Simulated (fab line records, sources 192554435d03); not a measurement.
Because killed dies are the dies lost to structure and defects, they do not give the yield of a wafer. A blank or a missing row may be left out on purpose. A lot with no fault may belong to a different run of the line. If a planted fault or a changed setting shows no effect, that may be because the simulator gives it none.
Which of the tools did it?    flow n5Finfet    Sampling: 24 lots, 72 wafers, 2 of 1938 route steps

== WHAT EACH GAUGE READ, for each wafer ==
N5_BEOL_M3_CD_MEAS_11: target cd 17.05 nm. Usual: 17.03 nm for cdNm, sd 0.24.
lot   measured      on        cdNm (nm)          flag
L074  day 7 01:58   cdSem-03  16.98 16.81 17.07  
L075  day 7 07:53   cdSem-03  17.36 17.50 17.05  
L076  day 7 09:14   cdSem-03  17.13 17.09 17.23  
L077  day 7 11:57   cdSem-01  16.94 17.01 17.16  
L078  day 8 07:10   cdSem-02  16.83 17.14 17.07  
L079  day 8 11:28   cdSem-01  17.00 17.13 17.24  
L080  day 8 23:45   cdSem-01  16.47 16.93 17.35  
L081  day 9 04:23   cdSem-03  16.96 16.75 16.51  
L082  day 9 04:51   cdSem-02  17.44 17.24 17.14  
L083  day 9 11:34   cdSem-02  17.39 17.04 17.25  
L084  day 9 12:19   cdSem-03  17.00 16.87 17.03  
L085  day 9 16:55   cdSem-02  17.31 16.84 16.80  
L086  day 10 07:32  cdSem-01  16.96 17.14 16.93  
L087  day 10 17:51  cdSem-02  16.83 16.84 17.40  
L089  day 11 00:14  cdSem-02  16.68 16.75 16.92  
L088  day 11 03:48  cdSem-03  17.33 16.97 16.93  
L090  day 11 09:01  cdSem-01  17.26 17.17 17.08  
L091  day 11 13:09  cdSem-03  16.86 16.56 17.18  
L092  day 11 17:37  cdSem-01  16.90 16.54 16.95  
L095  day 12 12:00  cdSem-01  17.17 17.22 17.28  
L094  day 12 12:29  cdSem-03  17.36 17.27 17.33  
L093  day 12 18:53  cdSem-03  17.00 16.94 17.12  
L096  day 13 06:43  cdSem-01  16.70 16.89 17.10  
L097  day 13 14:49  cdSem-03  17.24 17.16 16.90  

== WHAT TOOL EACH LOT RAN ON (gives the tool, then ch and the chambers of the sampled wafers, and finally the start) ==
lot   N5_BEOL_M3_PECVD_72
L074  pecvd-02 ch 0,1,2, day 7 00:46
L075  pecvd-04 ch 0,2, day 7 06:28
L076  pecvd-01 ch 0,2, day 7 08:32
L077  pecvd-02 ch 1,2, day 7 10:10
L078  pecvd-02 ch 1,2, day 8 04:47
L079  pecvd-04 ch 1,2, day 8 09:09
L080  pecvd-02 ch 0,2, day 8 22:44
L081  pecvd-04 ch 1,2, day 9 00:38
L082  pecvd-02 ch 0,1, day 9 03:22
L083  pecvd-01 ch 0,1, day 9 10:37
L084  pecvd-04 ch 0,1, day 9 11:42
L085  pecvd-01 ch 0,1, day 9 15:55
L086  pecvd-04 ch 0,1, day 10 04:41
L087  pecvd-01 ch 1,2, day 10 16:42
L089  pecvd-01 ch 0,1,2, day 10 23:43
L088  pecvd-02 ch 0,2, day 11 03:05
L090  pecvd-04 ch 1,2, day 11 07:50
L091  pecvd-04 ch 0,1, day 11 12:28
L092  pecvd-02 ch 0,1,2, day 11 15:19
L095  pecvd-01 ch 1,2, day 12 09:04
L094  pecvd-01 ch 1,2, day 12 10:49
L093  pecvd-04 ch 0,2, day 12 17:42
L096  pecvd-01 ch 1,2, day 13 03:49
L097  pecvd-04 ch 0,2, day 13 13:54
- N5_BEOL_M3_PECVD_72: deposits SiO2 from TEOS/O2, target thk 16 nm, time 18 s.

== AS READ BY THE TOOLS THEMSELVES (means over the sampled wafers that have a number; for cases with no such wafer, the mark the record gives instead) ==
N5_BEOL_M3_PECVD_72. Usual: heaterPowerW 738 W, standard deviation 60; showerheadPlenumPTorr 8.78 Torr, standard deviation 0.062; susceptorTempC 400.01 C, standard deviation 0.24; throttleValvePct 22.7 %, standard deviation 2.3.
lot   tool      heaterPowerW (W)  showerheadPlenumPTorr (Torr)  susceptorTempC (C)  throttleValvePct (%)  flag
L074  pecvd-02  742               8.83                          400.07              23.4                  
L075  pecvd-04  736               8.71                          399.90              22.8                  
L076  pecvd-01  717               8.84                          400.14              22.6                  
L077  pecvd-02  784               8.85                          400.18              22.7                  
L078  pecvd-02  708               8.85                          400.01              22.5                  
L079  pecvd-04  749               8.71                          400.04              21.3                  
L080  pecvd-02  677               8.80                          399.89              23.5                  
L081  pecvd-04  683               8.73                          399.93              22.1                  
L082  pecvd-02  754               8.78                          400.05              23.9                  
L083  pecvd-01  732               8.83                          399.95              22.8                  
L084  pecvd-04  708               8.78                          399.94              24.4                  
L085  pecvd-01  831               8.83                          399.92              22.7                  
L086  pecvd-04  732               8.78                          400.04              26.0                  
L087  pecvd-01  742               8.77                          400.34              19.5                  
L089  pecvd-01  787               8.80                          399.94              21.4                  
L088  pecvd-02  681               8.79                          400.00              23.3                  
L090  pecvd-04  762               8.75                          400.22              22.0                  
L091  pecvd-04  662               8.78                          400.03              24.5                  
L092  pecvd-02  747               8.81                          400.00              23.3                  
L095  pecvd-01  666               8.78                          400.12              19.9                  
L094  pecvd-01  713               8.78                          400.23              19.7                  
L093  pecvd-04  744               8.74                          399.76              25.5                  
L096  pecvd-01  740               8.78                          400.24              19.8                  
L097  pecvd-04  770               8.74                          399.99              25.8                  

== THE ANSWER, worked out from the rows above alone ==
Rule: a lot is off if the mean of its wafers that have a number lies more than 3 standard deviations from the usual mean. A lot without any number at a reading at which 4 lots or more have one is off too. All remaining lots with rows at the step are treated as sound. Order of review: gauges by route order, followed by the tools' own readings, for which a lot's mean as printed above is used. At the first step where some lot is off, the reading lying furthest off is the one used; lots without a number count as furthest.
Nothing can be told from this: no lot is off at any reading shown.

== WHAT THE SIMULATOR HAD INSERTED ==
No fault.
